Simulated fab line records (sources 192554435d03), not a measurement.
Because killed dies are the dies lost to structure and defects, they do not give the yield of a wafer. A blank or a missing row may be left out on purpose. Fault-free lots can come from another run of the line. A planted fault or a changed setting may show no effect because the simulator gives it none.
Split-lot experiment + flow n5-finfet + on a route of 1938 steps: 7 lots, 39 wafers read

## ABOUT THE SPLIT
At N5_BEOL_M8_ILD_DEP_00 (deposits SiCOH lowk from DEMS/porogen, target thk 179.75 nm, time 33.4 s), the setting time-s was moved away from the recipe's 33.4 s on 15 of the 39 wafers read, by -35.9% to +42.3%. This setting was run at the recipe's value on the other wafers.

## BETWEEN THE SPLIT AND THE READING: the file shows 1 step in between
- N5_BEOL_M8_CURE_74: cures SiCOH lowk, time 240 s

## THE READING
M8_ILD_THK, in nm, at N5_BEOL_M8_THK_MEAS_01. On this fab line, fault-free wafers typically give 155.0 nm with a standard deviation of 2 nm.

| wafer  | tool, chamber at the split | time-s as run, s | against the recipe | M8_ILD_THK, nm | against lot-mates on the recipe |
|--------|----------------------------|------------------|--------------------|----------------|---------------------------------|
| L074.1 | pecvd-03, 2,1              | 33.4             | recipe             | 151.9          | -                               |
| L074.2 | pecvd-03, 0                | 33.4             | recipe             | 153.8          | -                               |
| L074.3 | pecvd-03, 2,1              | 33.4             | recipe             | 151.9          | -                               |
| L074.4 | pecvd-03, 0,1              | 33.4             | recipe             | 155.5          | -                               |
| L074.5 | pecvd-03, 2                | 33.4             | recipe             | 156.7          | -                               |
| L074.6 | pecvd-03, 0,1              | 33.4             | recipe             | 155.6          | -                               |
| L078.1 | pecvd-04, 0                | 33.4             | recipe             | 152.9          | -                               |
| L078.2 | pecvd-04, 2                | 33.4             | recipe             | 153.3          | -                               |
| L078.3 | pecvd-04, 1                | 47.53            | +42.3%             | 218.8          | +64.9                           |
| L078.4 | pecvd-04, 0                | 33.4             | recipe             | 155.4          | -                               |
| L078.5 | pecvd-04, 2                | 47.53            | +42.3%             | 220.2          | +66.3                           |
| L078.6 | pecvd-04, 1                | 47.53            | +42.3%             | 220.7          | +66.8                           |
| L083.1 | pecvd-01, 0                | 22.14            | -33.7%             | 103.6          | -51.2                           |
| L083.2 | pecvd-01, 1                | 33.4             | recipe             | 152.6          | -                               |
| L083.3 | pecvd-01, 2                | 22.14            | -33.7%             | 101.7          | -53.1                           |
| L083.4 | pecvd-01, 1                | 33.4             | recipe             | 155.5          | -                               |
| L083.5 | pecvd-01, 2                | 33.4             | recipe             | 156.2          | -                               |
| L083.6 | pecvd-01, 0                | 22.14            | -33.7%             | 102.8          | -52.0                           |
| L081.1 | pecvd-01, 0                | 21.4             | -35.9%             | 98.4           | -56.1                           |
| L081.2 | pecvd-01, 2                | 33.4             | recipe             | 152.4          | -                               |
| L081.3 | pecvd-01, 1                | 33.4             | recipe             | 155.1          | -                               |
| L081.4 | pecvd-01, 0                | 33.4             | recipe             | 156.0          | -                               |
| L081.5 | pecvd-01, 1                | 21.4             | -35.9%             | 101.4          | -53.1                           |
| L081.6 | pecvd-01, 2                | 21.4             | -35.9%             | 102.8          | -51.7                           |
| L084.1 | pecvd-03, 1                | 28.18            | -15.6%             | 128.1          | -26.0                           |
| L084.2 | pecvd-03, 2                | 28.18            | -15.6%             | 129.0          | -25.1                           |
| L084.3 | pecvd-03, 0                | 33.4             | recipe             | 152.1          | -                               |
| L084.4 | pecvd-03, 2                | 28.18            | -15.6%             | 131.8          | -22.3                           |
| L084.5 | pecvd-03, 1                | 33.4             | recipe             | 155.9          | -                               |
| L084.6 | pecvd-03, 0                | 33.4             | recipe             | 154.4          | -                               |
| L082.1 | pecvd-03, 2                | 41.65            | +24.7%             | 192.7          | +35.7                           |
| L082.2 | pecvd-03, 0                | 41.65            | +24.7%             | 190.7          | +33.7                           |
| L082.3 | pecvd-03, 1                | 33.4             | recipe             | 157.2          | -                               |
| L082.4 | pecvd-03, 1                | 33.4             | recipe             | 157.2          | -                               |
| L082.5 | pecvd-03, 2                | 33.4             | recipe             | 156.6          | -                               |
| L082.6 | pecvd-03, 0                | 41.65            | +24.7%             | 193.4          | +36.4                           |
| L095.1 | pecvd-04, 2,0              | 33.4             | recipe             | 155.0          | -                               |
| L095.3 | pecvd-04, 2,0              | 33.4             | recipe             | 155.1          | -                               |
| L095.5 | pecvd-04, 2                | 33.4             | recipe             | 157.8          | -                               |
When a row names more than one chamber, that row covers several wafers, and the file does not tell which wafer ran in which chamber.

FIT RESULTS
A straight line over all 39 wafers: M8_ILD_THK changes by +1.53 nm for each +1% of time-s; r = +1.00; the points scatter about the line by 1.7 nm.
The same after taking each lot's own level away (the mean of its wafers on the recipe; 39 wafers): +1.52 nm for each +1%; r = +1.00; scatter 1.7 nm.
On that fit, the largest move of time-s shifts the reading by 64 nm.
From 153.87 to 157.00 nm: that is the span of the lots' own levels, equal to 1.6 times the standard deviation above.
Consequently the slope shifts little with the lot-to-lot level, the two slopes agreeing.
Check: with one of the wafers moved furthest among these (+42.3%) left out of the fit, the line predicts +64.3 nm for it against its lot-mates. It came out at +64.9 nm against them.

## ADDITIONAL SPLITS CARRIED BY THESE WAFERS
Before the reading, these wafers also passed through other splits. Each is held against what the fit with the lots' levels taken away leaves over:
| other split on the same wafers         | wafers away from the commonest value | r with M8_ILD_THK (lot level and that fit taken away) |
|----------------------------------------|--------------------------------------|-------------------------------------------------------|
| N5_SD_EPI_P_ETCHBACK_46 target-depth-a | 18                                   | +0.19                                                 |
| N5_BEOL_M0_SAQP_DESCUM_45 time-s       | 9                                    | -0.25                                                 |
| N5_BEOL_M7_ILD_DEP_00 time-s           | 15                                   | -0.01                                                 |

## THE WHOLE CHAIN: every reading that the file lists as answering this split, in the file's order
| step                   | what it does                                                             | reading                                                                                  | change (the file's fit)              | r (the file's) |
|------------------------|--------------------------------------------------------------------------|------------------------------------------------------------------------------------------|--------------------------------------|----------------|
| N5_BEOL_M8_ILD_DEP_00  | deposits SiCOH lowk from DEMS/porogen, target thk 179.75 nm, time 33.4 s | SiCOH_lowk_of_BEOL_M8_ILD_DEP_00.thk-nm (the simulator's own value, which no gauge read) | +1.75 nm for each +1% of the setting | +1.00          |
| N5_BEOL_M8_CURE_74     | cures SiCOH lowk, time 240 s                                             | SiCOH_lowk_of_BEOL_M8_ILD_DEP_00.thk-nm (the simulator's own value, which no gauge read) | +1.52 nm for each +1% of the setting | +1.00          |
| N5_BEOL_M8_THK_MEAS_01 |                                                                          | M8_ILD_THK                                                                               | +1.52 for each +1% of the setting    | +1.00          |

## FILE'S OWN FIT
M8_ILD_THK changes by +1.52 nm for each +1% of time-s, r = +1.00.
